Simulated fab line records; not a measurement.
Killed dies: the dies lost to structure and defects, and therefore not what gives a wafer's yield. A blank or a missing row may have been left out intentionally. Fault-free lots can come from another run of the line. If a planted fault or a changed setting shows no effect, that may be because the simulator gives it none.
Which tool was responsible? | flow n5 finfet | Sampling: 24 lots, 72 wafers, 6 of 1938 route steps

## WHAT THE GAUGES READ, wafer by wafer
N5_SD_ACTIVATION_RS_MEAS_03: a four-point-probe measurement. Usual: RS_SD_N 21.91 ohm/sq, standard deviation 0.29; RS_SD_P 56.4 ohm/sq, standard deviation 0.82.
lot  | measured    | on            | RS_SD_N (ohm/sq)  | RS_SD_P (ohm/sq) | flag
L074 | day 3 12:27 | film metro-02 | 22.10 21.69 21.96 | 55.5 55.3 55.2   |
L075 | day 3 21:46 | film metro-02 | 22.21 21.75 21.66 | 55.2 55.6 56.1   |
L076 | day 3 22:20 | film metro-02 | 21.60 21.55 21.62 | 56.9 56.0 56.2   |
L077 | day 4 08:55 | film metro-01 | 22.17 21.72 22.25 | 55.5 55.0 54.9   |
L078 | day 4 10:39 | film metro-01 | 21.81 21.86 21.98 | 58.8 58.5 58.9   |
L079 | day 4 15:38 | film metro-02 | 22.34 22.07 22.34 | 55.8 55.2 55.9   |
L080 | day 5 03:21 | film metro-01 | 21.88 21.58 21.97 | 55.9 55.5 56.9   |
L081 | day 5 03:34 | film metro-02 | 22.07 22.11 21.84 | 56.3 56.3 56.4   |
L082 | day 5 13:46 | film metro-02 | 21.79 21.89 21.73 | 55.1 55.9 56.2   |
L083 | day 5 16:04 | film metro-01 | 21.89 21.87 22.11 | 55.4 56.4 55.7   |
L084 | day 6 02:25 | film metro-02 | 22.57 22.18 21.81 | 57.4 57.1 57.0   |
L085 | day 6 06:39 | film metro-01 | 22.65 22.27 22.61 | 57.9 57.4 57.2   |
L086 | day 6 13:40 | film metro-01 | 22.27 22.13 21.95 | 56.4 55.7 56.1   |
L087 | day 6 17:36 | film metro-01 | 21.96 22.11 22.04 | 57.1 56.8 57.4   |
L088 | day 7 01:38 | film metro-02 | 21.74 21.67 21.90 | 55.6 55.3 55.7   |
L089 | day 7 07:02 | film metro-02 | 21.84 21.41 22.05 | 56.2 57.0 56.6   |
L090 | day 7 09:49 | film metro-01 | 21.65 21.47 21.38 | 57.2 56.7 56.7   |
L091 | day 7 15:08 | film metro-01 | 22.09 22.22 21.58 | 56.9 56.8 56.7   |
L092 | day 7 21:39 | film metro-01 | 22.04 21.84 21.91 | 55.2 55.7 55.7   |
L093 | day 8 04:55 | film metro-01 | 21.32 21.76 21.76 | 56.3 55.7 54.9   |
L094 | day 8 11:55 | film metro-01 | 21.63 21.46 22.05 | 56.6 55.9 56.8   |
L095 | day 8 14:45 | film metro-01 | 21.93 21.91 21.88 | 57.2 56.4 56.3   |
L096 | day 8 21:30 | film metro-01 | 21.96 21.27 21.85 | 57.4 55.9 56.9   |
L097 | day 9 04:41 | film metro-02 | 21.64 22.06 21.81 | 56.3 56.2 56.6   |

N5_ILD0_THK_MEAS_13. Usual: thk nm at 17.4 nm, with a standard deviation of 1.4.
lot  | measured    | on            | thk nm (nm)    | flag
L074 | day 3 19:46 | film metro-02 | 16.2 16.8 17.4 |
L075 | day 4 04:17 | film metro-02 | 18.4 19.0 20.3 |
L076 | day 4 04:53 | film metro-02 | 16.7 16.9 16.1 |
L077 | day 4 15:31 | film metro-01 | 17.5 16.9 17.3 |
L078 | day 4 17:11 | film metro-01 | 17.7 16.9 19.8 |
L079 | day 4 22:11 | film metro-02 | 15.7 15.7 15.7 |
L080 | day 5 10:10 | film metro-01 | 14.0 15.9 16.1 |
L081 | day 5 10:30 | film metro-01 | 17.6 17.5 18.5 |
L082 | day 5 20:29 | film metro-02 | 20.0 19.2 18.6 |
L083 | day 5 22:38 | film metro-02 | 18.0 19.5 19.7 |
L084 | day 6 09:23 | film metro-01 | 13.9 17.2 12.9 |
L085 | day 6 14:19 | film metro-02 | 16.7 19.1 16.4 |
L086 | day 6 20:14 | film metro-02 | 18.1 15.0 14.7 |
L087 | day 7 00:21 | film metro-02 | 17.3 18.2 18.0 |
L088 | day 7 08:13 | film metro-01 | 17.7 18.3 16.1 |
L089 | day 7 13:33 | film metro-01 | 18.9 18.7 18.1 |
L090 | day 7 16:34 | film metro-02 | 15.5 18.8 16.9 |
L091 | day 7 22:11 | film metro-01 | 18.2 15.9 16.9 |
L092 | day 8 04:12 | film metro-01 | 18.6 16.9 18.9 |
L093 | day 8 12:50 | film metro-01 | 17.8 16.8 16.8 |
L094 | day 8 19:07 | film metro-01 | 18.8 17.0 18.4 |
L095 | day 8 22:26 | film metro-02 | 18.6 19.4 20.0 |
L096 | day 9 04:19 | film metro-02 | 16.6 19.2 16.4 |
L097 | day 9 11:14 | film metro-02 | 18.3 18.1 17.5 |

## WHICH TOOL RAN EACH LOT (tool, then ch and the chambers of the sampled wafers, then the start)
lot  | N5_DUMMY_GATE_STRIP_48            | N5_SPACER0_ALD_00                | N5_SD_EPI_N_DESCUM_14             | N5_ILD0_CMP_12
L074 | rie diel-02 ch 0,1,3, day 3 02:47 | ald sin-01 ch 0,1,3, day 3 03:09 | rie diel-03 ch 1,2,3, day 3 03:56 | cmp-04 ch 0,2,3, day 3 19:28
L075 | rie diel-02 ch 0,1,2, day 3 10:58 | ald sin-03 ch 0,1, day 3 11:21   | rie diel-03 ch 0,1,2, day 3 12:16 | cmp-02 ch 1,2,3, day 4 04:04
L076 | rie diel-02 ch 0,1,3, day 3 12:08 | ald sin-01 ch 0,1,3, day 3 12:31 | rie diel-01 ch 0,2,3, day 3 13:25 | cmp-04 ch 0,1,3, day 4 04:38
L077 | rie diel-02 ch 1,3, day 3 20:43   | ald sin-03 ch 1,2,3, day 3 21:05 | rie diel-04 ch 1,2,3, day 3 22:05 | cmp-04 ch 0,1,3, day 4 15:13
L078 | rie diel-02 ch 2,3, day 4 00:00   | ald sin-03 ch 0,1,2, day 4 00:22 | rie diel-04 ch 0,2,3, day 4 01:16 | cmp-02 ch 0,1,2, day 4 16:54
L079 | rie diel-06 ch 0,3, day 4 05:33   | ald sin-01 ch 1,2, day 4 05:55   | rie diel-01 ch 0,1,2, day 4 07:02 | cmp-04 ch 0,1,2, day 4 21:53
L080 | rie diel-05 ch 0,2,3, day 4 16:00 | ald sin-01 ch 1,2,3, day 4 16:23 | rie diel-01 ch 0,1,2, day 4 17:17 | cmp-03 ch 0,2,3, day 5 09:55
L081 | rie diel-02 ch 0,2, day 4 17:37   | ald sin-01 ch 1,3, day 4 17:59   | rie diel-01 ch 0,2, day 4 18:49   | cmp-04 ch 0,2, day 5 10:13
L082 | rie diel-06 ch 1,3, day 5 01:26   | ald sin-03 ch 1,2,3, day 5 02:22 | rie diel-04 ch 1,2,3, day 5 03:16 | cmp-02 ch 0,1,2, day 5 20:16
L083 | rie diel-06 ch 1,2, day 5 05:34   | ald sin-04 ch 1,2, day 5 05:57   | rie diel-04 ch 0,2, day 5 06:51   | cmp-02 ch 0,1,3, day 5 22:23
L084 | rie diel-02 ch 1,2,3, day 5 13:13 | ald sin-01 ch 0,2, day 5 15:15   | rie diel-04 ch 0,1,3, day 5 16:13 | cmp-03 ch 0,3, day 6 09:05
L085 | rie diel-06 ch 1,2,3, day 5 19:04 | ald sin-01 ch 1,2,3, day 5 20:19 | rie diel-01 ch 0,1,3, day 5 21:27 | cmp-04 ch 0,1,2, day 6 14:01
L086 | rie diel-06 ch 2,3, day 6 01:45   | ald sin-04 ch 0,1,3, day 6 02:25 | rie diel-04 ch 0,1,2, day 6 03:20 | cmp-03 ch 0,3, day 6 19:56
L087 | rie diel-05 ch 2,3, day 6 05:40   | ald sin-03 ch 0,2,3, day 6 06:30 | rie diel-01 ch 0,1,3, day 6 07:27 | cmp-03 ch 0,1, day 7 00:03
L088 | rie diel-06 ch 0,1,3, day 6 14:11 | ald sin-03 ch 0,1, day 6 14:34   | rie diel-01 ch 0,1,3, day 6 15:31 | cmp-02 ch 0,1,2, day 7 07:59
L089 | rie diel-05 ch 0,1,3, day 6 18:05 | ald sin-03 ch 0,1,3, day 6 18:50 | rie diel-01 ch 0,1, day 6 19:50   | cmp-04 ch 2,3, day 7 13:16
L090 | rie diel-06 ch 1,2,3, day 6 22:06 | ald sin-04 ch 0,1,3, day 6 22:37 | rie diel-01 ch 0,1,3, day 6 23:59 | cmp-03 ch 0,1, day 7 16:18
L091 | rie diel-02 ch 0,1, day 7 05:22   | ald sin-04 ch 0,1,3, day 7 05:44 | rie diel-04 ch 0,2,3, day 7 06:31 | cmp-02 ch 0,1,3, day 7 21:58
L092 | rie diel-06 ch 0,1, day 7 10:59   | ald sin-03 ch 1,2, day 7 11:22   | rie diel-04 ch 0,1,2, day 7 12:16 | cmp-03 ch 0,3, day 8 03:54
L093 | rie diel-05 ch 1,2,3, day 7 16:45 | ald sin-04 ch 0,1,2, day 7 17:49 | rie diel-01 ch 2,3, day 7 18:43   | cmp-03 ch 2,3, day 8 12:32
L094 | rie diel-06 ch 0,1,3, day 8 00:11 | ald sin-03 ch 1,3, day 8 00:37   | rie diel-04 ch 0,1, day 8 01:36   | cmp-04 ch 0,1,3, day 8 18:50
L095 | rie diel-02 ch 0,2,3, day 8 04:56 | ald sin-04 ch 2,3, day 8 05:19   | rie diel-01 ch 0,1, day 8 06:13   | cmp-04 ch 1,2,3, day 8 22:08
L096 | rie diel-05 ch 1,2, day 8 11:36   | ald sin-04 ch 0,2, day 8 11:59   | rie diel-01 ch 1,2, day 8 12:53   | cmp-03 ch 0,2,3, day 9 04:02
L097 | rie diel-05 ch 0,1,3, day 8 18:10 | ald sin-04 ch 0,1,3, day 8 18:33 | rie diel-01 ch 1,2,3, day 8 19:43 | cmp-04 ch 0,1,2, day 9 10:56
- N5_DUMMY_GATE_STRIP_48: strips in N2/H2, time 20 s.
- N5_SPACER0_ALD_00: deposits SiOCN, target thk 3.5 nm, pulse time 3 s, purge time 2 s.
- N5_SD_EPI_N_DESCUM_14: chemistry O2, time 7.9 s.
- N5_ILD0_CMP_12: polishes SiNx, stops on poly-Si, t overpolish 6 s, target thk 17.67 nm.

## WHAT THE TOOLS THEMSELVES READ (means of the sampled wafers that have a number; where no wafer has one, the mark that the record gives instead)
N5_DUMMY_GATE_STRIP_48. Usual: bias power w 3.001 W, standard deviation 0.01; drypump motor current A 5.5 A, standard deviation 0.43; oes product au 0.81 a.u., standard deviation 0.074; rf vpp V 45.4 V, standard deviation 0.95; showerhead plenum p Torr 3.39 Torr, standard deviation 0.14; throttle valve pct 12.08 %, standard deviation 0.19.
lot  | tool        | bias power w (W) | drypump motor current A (A) | oes product au (a.u.) | rf vpp V (V) | showerhead plenum p Torr (Torr) | throttle valve pct (%) | flag
L074 | rie diel-02 | 3.004            | 5.5                         | 0.79                  | 45.4         | 3.39                            | 12.08                  |
L075 | rie diel-02 | 3.008            | 5.6                         | 0.78                  | 45.9         | 3.32                            | 12.04                  |
L076 | rie diel-02 | 2.990            | 5.5                         | 0.79                  | 45.6         | 3.38                            | 12.07                  |
L077 | rie diel-02 | 2.996            | 5.7                         | 0.78                  | 46.2         | 3.45                            | 12.19                  |
L078 | rie diel-02 | 2.993            | 5.8                         | 0.76                  | 44.9         | 3.42                            | 12.28                  |
L079 | rie diel-06 | 3.005            | 5.8                         | 0.78                  | 44.9         | 3.23                            | 11.97                  |
L080 | rie diel-05 | 3.014            | 5.5                         | 0.88                  | 44.9         | 3.51                            | 11.99                  |
L081 | rie diel-02 | 3.007            | 5.4                         | 0.77                  | 44.8         | 3.36                            | 12.12                  |
L082 | rie diel-06 | 3.015            | 5.5                         | 0.78                  | 45.3         | 3.19                            | 11.94                  |
L083 | rie diel-06 | 3.014            | 4.9                         | 0.75                  | 45.1         | 3.41                            | 12.18                  |
L084 | rie diel-02 | 3.006            | 5.8                         | 0.77                  | 45.9         | 3.38                            | 12.18                  |
L085 | rie diel-06 | 3.007            | 5.3                         | 0.79                  | 45.0         | 3.33                            | 12.04                  |
L086 | rie diel-06 | 2.995            | 5.7                         | 0.82                  | 45.3         | 3.26                            | 11.88                  |
L087 | rie diel-05 | 2.988            | 5.1                         | 0.86                  | 45.5         | 3.54                            | 11.99                  |
L088 | rie diel-06 | 3.002            | 5.4                         | 0.83                  | 45.2         | 3.30                            | 11.97                  |
L089 | rie diel-05 | 3.006            | 5.7                         | 0.88                  | 45.4         | 3.46                            | 12.11                  |
L090 | rie diel-06 | 2.994            | 5.3                         | 0.77                  | 45.4         | 3.33                            | 12.08                  |
L091 | rie diel-02 | 2.997            | 5.7                         | 0.78                  | 46.1         | 3.27                            | 11.98                  |
L092 | rie diel-06 | 3.007            | 5.3                         | 0.87                  | 45.7         | 3.41                            | 11.95                  |
L093 | rie diel-05 | 3.002            | 5.4                         | 0.86                  | 45.3         | 3.50                            | 12.11                  |
L094 | rie diel-06 | 3.002            | 5.4                         | 0.81                  | 45.4         | 3.29                            | 12.00                  |
L095 | rie diel-02 | 3.000            | 5.5                         | 0.73                  | 45.3         | 3.40                            | 12.29                  |
L096 | rie diel-05 | 2.992            | 5.3                         | 0.86                  | 45.5         | 3.53                            | 12.08                  |
L097 | rie diel-05 | 3.005            | 5.7                         | 0.85                  | 45.7         | 3.45                            | 12.16                  |

N5_SPACER0_ALD_00. Usual: heater power w 837 W, standard deviation 63; precursor pulse height rel 1.002, standard deviation 0.022.
lot  | tool       | heater power w (W) | precursor pulse height rel | flag
L074 | ald sin-01 | 844                | 0.992                      |
L075 | ald sin-03 | 790                | 0.997                      |
L076 | ald sin-01 | 840                | 1.004                      |
L077 | ald sin-03 | 853                | 0.986                      |
L078 | ald sin-03 | 785                | 0.998                      |
L079 | ald sin-01 | 819                | 0.996                      |
L080 | ald sin-01 | 797                | 1.021                      |
L081 | ald sin-01 | 772                | 1.001                      |
L082 | ald sin-03 | 844                | 0.982                      |
L083 | ald sin-04 | 857                | 1.026                      |
L084 | ald sin-01 | 900                | 0.987                      |
L085 | ald sin-01 | 801                | 0.996                      |
L086 | ald sin-04 | 833                | 0.981                      |
L087 | ald sin-03 | 835                | 1.022                      |
L088 | ald sin-03 | 792                | 0.999                      |
L089 | ald sin-03 | 843                | 1.003                      |
L090 | ald sin-04 | 820                | 1.028                      |
L091 | ald sin-04 | 837                | 1.009                      |
L092 | ald sin-03 | 797                | 1.002                      |
L093 | ald sin-04 | 857                | 0.995                      |
L094 | ald sin-03 | 892                | 0.984                      |
L095 | ald sin-04 | 873                | 0.998                      |
L096 | ald sin-04 | 892                | 1.014                      |
L097 | ald sin-04 | 833                | 0.997                      |

N5_SD_EPI_N_DESCUM_14. Usual: bias power w 20.01 W, standard deviation 0.057; drypump motor current A 5.6 A, standard deviation 0.47; oes product au 0.81 a.u., standard deviation 0.094; rf vpp V 243.3 V, standard deviation 1.6; showerhead plenum p Torr 2.10 Torr, standard deviation 0.092; throttle valve pct 20.36 %, standard deviation 0.19.
lot  | tool        | bias power w (W) | drypump motor current A (A) | oes product au (a.u.) | rf vpp V (V) | showerhead plenum p Torr (Torr) | throttle valve pct (%) | flag
L074 | rie diel-03 | 20.00            | 5.6                         | 0.84                  | 244.0        | 2.13                            | 20.28                  |
L075 | rie diel-03 | 20.02            | 5.8                         | 0.86                  | 244.2        | 2.14                            | 20.31                  |
L076 | rie diel-01 | 20.05            | 5.8                         | 0.80                  | 243.2        | 2.10                            | 20.42                  |
L077 | rie diel-04 | 20.01            | 5.3                         | 0.77                  | 243.4        | 2.08                            | 20.34                  |
L078 | rie diel-04 | 19.99            | 5.3                         | 0.86                  | 243.4        | 2.14                            | 20.21                  |
L079 | rie diel-01 | 20.00            | 5.8                         | 0.78                  | 242.1        | 2.05                            | 20.52                  |
L080 | rie diel-01 | 20.10            | 5.8                         | 0.77                  | 241.8        | 2.05                            | 20.52                  |
L081 | rie diel-01 | 20.01            | 5.5                         | 0.76                  | 241.6        | 2.04                            | 20.62                  |
L082 | rie diel-04 | 20.05            | 5.3                         | 0.85                  | 243.6        | 2.08                            | 20.20                  |
L083 | rie diel-04 | 20.08            | 5.4                         | 0.90                  | 245.5        | 2.21                            | 20.20                  |
L084 | rie diel-04 | 20.00            | 5.5                         | 0.86                  | 243.4        | 2.09                            | 20.35                  |
L085 | rie diel-01 | 20.03            | 6.0                         | 0.78                  | 243.3        | 2.11                            | 20.36                  |
L086 | rie diel-04 | 20.03            | 5.5                         | 0.90                  | 243.8        | 2.15                            | 20.19                  |
L087 | rie diel-01 | 20.00            | 6.0                         | 0.78                  | 242.8        | 2.11                            | 20.36                  |
L088 | rie diel-01 | 19.94            | 6.0                         | 0.77                  | 243.8        | 2.10                            | 20.36                  |
L089 | rie diel-01 | 20.05            | 6.0                         | 0.76                  | 242.1        | 2.06                            | 20.43                  |
L090 | rie diel-01 | 19.99            | 6.0                         | 0.77                  | 243.0        | 2.10                            | 20.38                  |
L091 | rie diel-04 | 20.02            | 5.2                         | 0.82                  | 243.8        | 2.13                            | 20.27                  |
L092 | rie diel-04 | 20.06            | 5.5                         | 0.87                  | 244.4        | 2.15                            | 20.21                  |
L093 | rie diel-01 | 20.01            | 5.3                         | 0.90                  | 244.9        | 2.19                            | 20.32                  |
L094 | rie diel-04 | 20.03            | 5.7                         | 0.89                  | 245.0        | 2.16                            | 20.35                  |
L095 | rie diel-01 | 20.00            | 6.3                         | 0.80                  | 242.4        | 2.11                            | 20.46                  |
L096 | rie diel-01 | 20.00            | 5.5                         | 0.79                  | 242.3        | 2.07                            | 20.45                  |
L097 | rie diel-01 | 20.01            | 5.5                         | 0.80                  | 243.5        | 2.12                            | 20.36                  |

N5_ILD0_CMP_12. Usual: motor current A 9.6 A, standard deviation 1.3; overpolish run s 6.001 s, standard deviation 0.0095; time to endpoint s 28 s, standard deviation 3.1.
lot  | tool   | motor current A (A) | overpolish run s (s) | time to endpoint s (s) | flag
L074 | cmp-04 | 9.3                 | 6.005                | 27                     |
L075 | cmp-02 | 9.7                 | 6.001                | 32                     |
L076 | cmp-04 | 10.2                | 6.009                | 27                     |
L077 | cmp-04 | 10.3                | 6.004                | 27                     |
L078 | cmp-02 | 9.5                 | 5.990                | 29                     |
L079 | cmp-04 | 8.9                 | 6.002                | 26                     |
L080 | cmp-03 | 8.4                 | 6.002                | 24                     |
L081 | cmp-04 | 8.8                 | 6.010                | 24                     |
L082 | cmp-02 | 9.7                 | 5.990                | 30                     |
L083 | cmp-02 | 10.3                | 5.991                | 32                     |
L084 | cmp-03 | 8.3                 | 5.997                | 25                     |
L085 | cmp-04 | 9.2                 | 5.998                | 30                     |
L086 | cmp-03 | 8.3                 | 6.008                | 23                     |
L087 | cmp-03 | 9.6                 | 6.003                | 29                     |
L088 | cmp-02 | 9.5                 | 5.998                | 28                     |
L089 | cmp-04 | 9.8                 | 5.997                | 30                     |
L090 | cmp-03 | 11.4                | 5.995                | 28                     |
L091 | cmp-02 | 10.2                | 5.995                | 26                     |
L092 | cmp-03 | 8.0                 | 6.003                | 29                     |
L093 | cmp-03 | 9.0                 | 5.996                | 29                     |
L094 | cmp-04 | 10.1                | 6.004                | 30                     |
L095 | cmp-04 | 10.0                | 5.999                | 29                     |
L096 | cmp-03 | 8.4                 | 5.999                | 27                     |
L097 | cmp-04 | 9.5                 | 6.008                | 27                     |

## THE ANSWER, worked out from the rows above alone
Rule: a lot is off if the mean of its wafers that have a number lies more than 3 standard deviations from the usual mean. A lot without any number at a reading at which 4 lots or more have one is off too. Any other lot the step has rows for is counted as sound. First the gauges in route order, then the tools' own readings, where a lot's mean is used as printed above. The first step at which some lot is off is used, and at that step the reading that is off furthest; a lot without a number counts as furthest.
Nothing can be told from this: no lot is off at any reading shown.

## WHAT HAD BEEN PUT IN BY THE SIMULATOR
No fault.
